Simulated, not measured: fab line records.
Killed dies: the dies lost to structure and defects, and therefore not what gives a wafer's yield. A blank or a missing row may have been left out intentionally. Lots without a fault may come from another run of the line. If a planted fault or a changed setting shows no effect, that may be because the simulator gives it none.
Chamber matching + flow n5Finfet + N5_PASSIVATION_STRIP_14 on rieDiel-05: 4 sister chambers
The step strips in O2. 15 wafers are shown with their chamber, then 7 later ones without.

EACH WAFER AND ITS CHAMBER
| wafer  | chamber | showerheadPlenumPTorr (Torr) | throttleValvePct (%) | drypumpMotorCurrentA (A) |
|--------|---------|------------------------------|----------------------|--------------------------|
| L831.1 | 1       | 2.11                         | 16.49                | 5.3                      |
| L831.4 | 2       | 2.11                         | 16.61                | 5.5                      |
| L831.6 | 1       | 2.11                         | 16.51                | 5.3                      |
| L833.2 | 0       | 2.17                         | 16.64                | 6.0                      |
| L833.4 | 3       | 2.07                         | 17.00                | 5.5                      |
| L833.5 | 2       | 2.11                         | 16.59                | 5.5                      |
| L835.2 | 3       | 2.07                         | 17.01                | 5.5                      |
| L835.4 | 0       | 2.17                         | 16.63                | 6.0                      |
| L835.6 | 2       | 2.11                         | 16.65                | 5.5                      |
| L837.3 | 1       | 2.10                         | 16.55                | 5.3                      |
| L837.5 | 0       | 2.17                         | 16.64                | 6.0                      |
| L837.6 | 2       | 2.11                         | 16.64                | 5.6                      |
| L836.5 | 1       | 2.11                         | 16.52                | 5.3                      |
| L836.6 | 0       | 2.17                         | 16.63                | 6.0                      |
| L839.1 | 0       | 2.17                         | 16.63                | 6.1                      |

SIGNATURES (means of the wafers above)
| reading               | chamber 0 | chamber 1 | chamber 2 | chamber 3 | scatter within a chamber |
|-----------------------|-----------|-----------|-----------|-----------|--------------------------|
| showerheadPlenumPTorr | 2.1700    | 2.1075    | 2.1100    | 2.0700    | 0.00261                  |
| throttleValvePct      | 16.6340   | 16.5175   | 16.6225   | 17.0050   | 0.0198                   |
| drypumpMotorCurrentA  | 6.020     | 5.300     | 5.525     | 5.500     | 0.0375                   |
Rule: for a wafer and a chamber, the distance is found by dividing, reading by reading, the gap between the wafer's reading and the chamber's mean by the reading's scatter, squaring, summing and taking the root. If the next closest chamber is less than 2 further off than the closest, the wafer can't be placed; otherwise it belongs to the closest. How the scatter is found: for the shown wafers, subtract from each reading the mean of its chamber, square and add these, divide the total by (wafers less chambers), then take the root.

WAFERS WHOSE CHAMBER IS MISSING
| wafer  | showerheadPlenumPTorr (Torr) | throttleValvePct (%) | drypumpMotorCurrentA (A) |
|--------|------------------------------|----------------------|--------------------------|
| L839.3 | 2.10                         | 16.61                | 5.6                      |
| L839.4 | 2.10                         | 16.55                | 5.3                      |
| L841.4 | 2.06                         | 16.56                | 5.5                      |
| L841.6 | 2.17                         | 16.62                | 6.0                      |
| L847.1 | 2.10                         | 16.57                | 5.3                      |
| L847.2 | 2.16                         | 16.63                | 6.1                      |
| L847.6 | 2.10                         | 16.65                | 5.5                      |

WHICH CHAMBER EACH WENT THROUGH
| wafer  | from the rows above     | in truth |
|--------|-------------------------|----------|
| L839.3 | 2                       | 2        |
| L839.4 | 1                       | 1        |
| L841.4 | can't be placed: 1 or 2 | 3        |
| L841.6 | 0                       | 0        |
| L847.1 | 1                       | 1        |
| L847.2 | 0                       | 0        |
| L847.6 | 2                       | 2        |
Placed correctly: 6 of 7. Can't be placed from these rows: 1 (the true chamber is among the candidates in 0). Number placed wrongly: 0.
